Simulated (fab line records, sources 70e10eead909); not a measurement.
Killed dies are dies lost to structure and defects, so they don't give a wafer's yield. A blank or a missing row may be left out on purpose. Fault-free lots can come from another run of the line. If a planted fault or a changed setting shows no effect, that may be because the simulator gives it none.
Matching of chambers | flow nand_harc | 4 sister chambers for NHARC_P_CONTACT_DESCUM_17 on rie_diel-04
The step chemistry O2, time 3 s. 4 wafers are shown with their chamber, then 11 later ones without.

== WAFERS PAIRED WITH THEIR CHAMBERS ==
wafer  | chamber | showerhead_plenum_p_Torr (Torr)
L084.5 | 0       | 1.87
L086.1 | 3       | 1.85
L086.5 | 1       | 1.79
L087.1 | 2       | 1.83

== WAFERS WITH NO CHAMBER GIVEN ==
wafer  | showerhead_plenum_p_Torr (Torr)
L087.4 | 1.86
L087.6 | 1.79
L090.1 | 1.79
L090.4 | 1.86
L090.5 | 1.79
L091.1 | 1.83
L091.4 | 1.85
L091.6 | 1.86
L093.1 | 1.86
L093.5 | 1.79
L093.6 | 1.83

== CHAMBER TAKEN BY EACH ==
wafer  | from the rows above     | in truth
L087.4 | can't be placed: 0 or 3 | 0
L087.6 | 1                       | 1
L090.1 | 1                       | 1
L090.4 | can't be placed: 0 or 3 | 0
L090.5 | 1                       | 1
L091.1 | 2                       | 2
L091.4 | 3                       | 3
L091.6 | can't be placed: 0 or 3 | 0
L093.1 | can't be placed: 0 or 3 | 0
L093.5 | 1                       | 1
L093.6 | 2                       | 2
Placed correctly: 7 of 11. Can't be placed from these rows: 4 (the true chamber is among the candidates in 4). Placed wrongly: 0.
How it was worked out, from the rows above alone: a wafer's distance from a chamber is the root of the sum, over the readings, of the square of ((its reading less the chamber's mean) divided by the reading's scatter). If the next closest chamber is less than 2 further off than the closest, the wafer can't be placed; otherwise it belongs to the closest. The mean given for a chamber averages the wafers shown for that chamber. The scatter: with one shown wafer a chamber, the root of the mean of the squares of how far each hidden wafer lies from its nearest shown one.
